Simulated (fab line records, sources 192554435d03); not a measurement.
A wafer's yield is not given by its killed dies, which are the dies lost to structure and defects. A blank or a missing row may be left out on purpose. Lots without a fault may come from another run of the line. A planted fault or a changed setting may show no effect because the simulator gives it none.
Chamber matching | flow n5-finfet | 4 sister chambers for N5_BEOL_M2_ALD_84 on ald-metal-02
The step deposits TaN, pulse time 2 s, purge time 3 s, co reactant purge time 2 s. 20 wafers are shown with their chamber, then 10 later ones without.

== EACH WAFER AND ITS CHAMBER ==
wafer  | chamber | heater-power-w (W)
L074.2 | 1       | 365
L074.5 | 0       | 424
L074.6 | 1       | 373
L075.2 | 3       | 506
L075.5 | 2       | 330
L075.6 | 1       | 369
L078.1 | 1       | 368
L078.2 | 3       | 521
L078.3 | 0       | 418
L079.2 | 1       | 361
L079.4 | 2       | 331
L079.6 | 1       | 367
L083.1 | 1       | 366
L083.4 | 3       | 521
L083.5 | 2       | 328
L089.2 | 1       | 370
L089.4 | 0       | 415
L089.6 | 1       | 367
L091.1 | 2       | 330
L091.3 | 3       | 512

SIGNATURES (averages over the wafers above)
reading        | chamber 0 | chamber 1 | chamber 2 | chamber 3 | scatter within a chamber
heater-power-w | 419.00    | 367.33    | 329.75    | 515.00    | 4.32
Rule: for a wafer and a chamber, the distance is found by dividing, reading by reading, the gap between the wafer's reading and the chamber's mean by the reading's scatter, squaring, summing and taking the root. If the next closest chamber is less than 2 further off than the closest, the wafer can't be placed; otherwise it belongs to the closest. How the scatter is found: for the shown wafers, subtract from each reading the mean of its chamber, square and add these, divide the total by (wafers less chambers), then take the root.

== WAFERS MISSING THEIR CHAMBER ==
wafer  | heater-power-w (W)
L091.6 | 373
L095.1 | 416
L095.3 | 528
L095.6 | 341
L096.2 | 516
L096.3 | 339
L096.5 | 420
L097.1 | 413
L097.2 | 366
L097.3 | 503

== CHAMBER TAKEN BY EACH ==
wafer  | from the rows above | in truth
L091.6 | 1                   | 1
L095.1 | 0                   | 0
L095.3 | 3                   | 3
L095.6 | 2                   | 2
L096.2 | 3                   | 3
L096.3 | 2                   | 2
L096.5 | 0                   | 0
L097.1 | 0                   | 0
L097.2 | 1                   | 1
L097.3 | 3                   | 3
10 of 10 placed correctly. From these rows, 0 cannot be placed. 0 placed wrongly.
